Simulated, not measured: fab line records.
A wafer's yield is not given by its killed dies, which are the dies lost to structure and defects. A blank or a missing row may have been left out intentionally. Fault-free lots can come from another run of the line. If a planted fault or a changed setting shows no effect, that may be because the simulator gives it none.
Matching of chambers	flow nandHarc	NHARC_A_M0_DESCUM_14 on rieDiel-08: 4 sister chambers
The step chemistry O2, time 3 s. 4 wafers are shown with their chamber, then 11 later ones without.

WAFERS WITH THEIR CHAMBER
wafer	chamber	throttleValvePct (%)
L079.2	1	11.315
L080.5	3	11.320
L080.6	0	11.309
L090.1	2	11.290

WAFERS WHOSE CHAMBER IS MISSING
wafer	throttleValvePct (%)
L090.2	11.309
L090.3	11.322
L093.2	11.322
L093.3	11.303
L093.6	11.304
L095.2	11.309
L095.3	11.306
L095.4	11.323
L096.1	11.296
L096.3	11.325
L096.4	11.314

EACH ONE'S CHAMBER
wafer	from the rows above	in truth
L090.2	can't be placed: 0 or 1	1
L090.3	can't be placed: 3 or 1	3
L093.2	can't be placed: 3 or 1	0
L093.3	can't be placed: 0 or 1 or 2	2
L093.6	can't be placed: 0 or 1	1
L095.2	can't be placed: 0 or 1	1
L095.3	can't be placed: 0 or 1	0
L095.4	can't be placed: 3 or 1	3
L096.1	can't be placed: 2 or 0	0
L096.3	can't be placed: 3 or 1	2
L096.4	can't be placed: 1 or 0 or 3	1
Correctly placed: 0 of 11. Can't be placed from these rows: 11 (the true chamber is among the candidates in 9). Placed wrongly: 0.
How it was worked out, from the rows above alone: a wafer's distance from a chamber is the root of the sum, over the readings, of the square of ((its reading less the chamber's mean) divided by the reading's scatter). The wafer belongs to the nearest chamber; if the next one is less than 2 further off, it can't be placed. Each chamber's mean is taken over the wafers shown for it. The scatter (one wafer shown for each chamber): square how far every hidden wafer sits from the nearest shown wafer, average those squares and take the square root.
